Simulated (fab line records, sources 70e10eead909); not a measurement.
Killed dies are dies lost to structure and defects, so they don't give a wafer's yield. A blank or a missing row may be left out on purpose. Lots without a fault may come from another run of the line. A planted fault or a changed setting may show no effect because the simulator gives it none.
A struck lot beside a sound one | flow nand_harc | 14 steps out of a route of 1302
Sound: wafers L136.2, L136.3, L136.5. Struck: wafers L143.1, L143.2, L143.5. The cause comes at the end.
At each step with rows: each side's tool, then ch and its chambers, then its first start. Under that, the readings that differ: sound wafers | struck wafers | difference of the means | sigmas: that difference in standard deviations of wafers without a fault.
alike: readings whose means differ by less than 2 such deviations, and words and numbers that are the same on both sides. not compared: withheld readings, readings that some wafer has no value for, bounds like >300 that may hide the same value, and numbers for which the record gives no deviation and whose values overlap.
The two part at a step that has a row with sigmas, a row that says differs or no value, or rows on one side only. Numbers that don't overlap but have no deviation are shown without sigmas and don't part them. A reading that every wafer of one side lacks parts them only if that side has two wafers or more.

first, 6 steps without rows for these wafers: NHARC_A_BLC_COAT_04 (resist thk 90 nm); NHARC_A_BLC_SOFTBAKE_05 (time 55 s); NHARC_A_BLC_EBR_06; NHARC_A_BLC_EXPOSE_07 (exposes mask A BLC, target cd 100 nm); NHARC_A_BLC_PEB_08 (peb time 65 s); NHARC_A_BLC_DEVELOP_09 (develop time 35 s).
NHARC_A_BLC_CD_MEAS_10: target cd 100 nm.
  sound on cd_sem-03 ch 0, day 26 01:42; struck on cd_sem-03 ch 0, day 29 09:17
  alike: cd_nm
NHARC_A_BLC_OVL_MEAS_11:
  sound on overlay-02, day 26 01:47; struck on overlay-01, day 29 09:22
  alike: overlay_x_nm, overlay_y_nm
NHARC_A_BLC_INSPECT_12:
  sound on defect_inspect-01, day 26 01:49; struck on defect_inspect-02, day 29 09:25
  alike: raw_defect_count
NHARC_A_BLC_DESCUM_15: chemistry O2, time 3 s.
  sound on rie_diel-05 ch 2,3, day 26 01:53; struck on rie_diel-05 ch 0,2, day 29 09:29
  alike: chamber_pressure_mTorr, drypump_motor_current_A, oes_product_au, rf_vpp_V, showerhead_plenum_p_Torr, throttle_valve_pct
  not compared: rf_hours_counter_h
NHARC_A_BLC_ETCH_16: etches the open film in CF4, target depth 39 nm, time 65 s.
  sound on rie_diel-05 ch 0,2,3, day 26 02:00; struck on rie_diel-05 ch 0,3, day 29 09:34
  alike: bias_w, cf4_flow_sccm, chamber_pressure_mTorr, drypump_motor_current_A, oes_product_au, rf_vpp_V, showerhead_plenum_p_Torr, throttle_valve_pct
  not compared: rf_hours_counter_h
NHARC_A_BLC_ETCH_17: etches the open film in N2/H2, target depth 390 nm, time 609.38 s.
  sound on rie_diel-05 ch 0,2,3; struck on rie_diel-05 ch 0,1
  reading             | sound             | struck            | difference | sigmas
  h2_flow_sccm (sccm) | 148.8 149.8 149.8 | 150.2 150.7 150.3 | +0.9       | +2
  alike: bias_w, chamber_pressure_mTorr, drypump_motor_current_A, oes_product_au, rf_vpp_V, showerhead_plenum_p_Torr, throttle_valve_pct
  not compared: rf_hours_counter_h
NHARC_A_BLC_ETCH_18: etches the open film in C4F8/O2/Ar, target depth 910 nm.
  sound on rie_diel-05 ch 0,2,3, day 26 02:37; struck on rie_diel-05 ch 1,2, day 29 10:05
  no value came back on the struck wafers for bias_w (W), chamber_pressure_mTorr (mTorr), oes_product_au (a.u.), rf_vpp_V (V); on the sound wafers bias_w (W) reads 1493 1500 1497
  not compared: rf_hours_counter_h
NHARC_A_BLC_CD_MEAS_19:
  sound on cd_sem-03, day 26 03:02; struck on cd_sem-03, day 29 10:26
  alike: cd_nm

WHERE THEY PART
First at NHARC_A_BLC_ETCH_17; last, within this record, at NHARC_A_BLC_ETCH_18. Later steps at which nothing parts them and some readings are alike: NHARC_A_BLC_CD_MEAS_19.

WHY: what the simulator had put in
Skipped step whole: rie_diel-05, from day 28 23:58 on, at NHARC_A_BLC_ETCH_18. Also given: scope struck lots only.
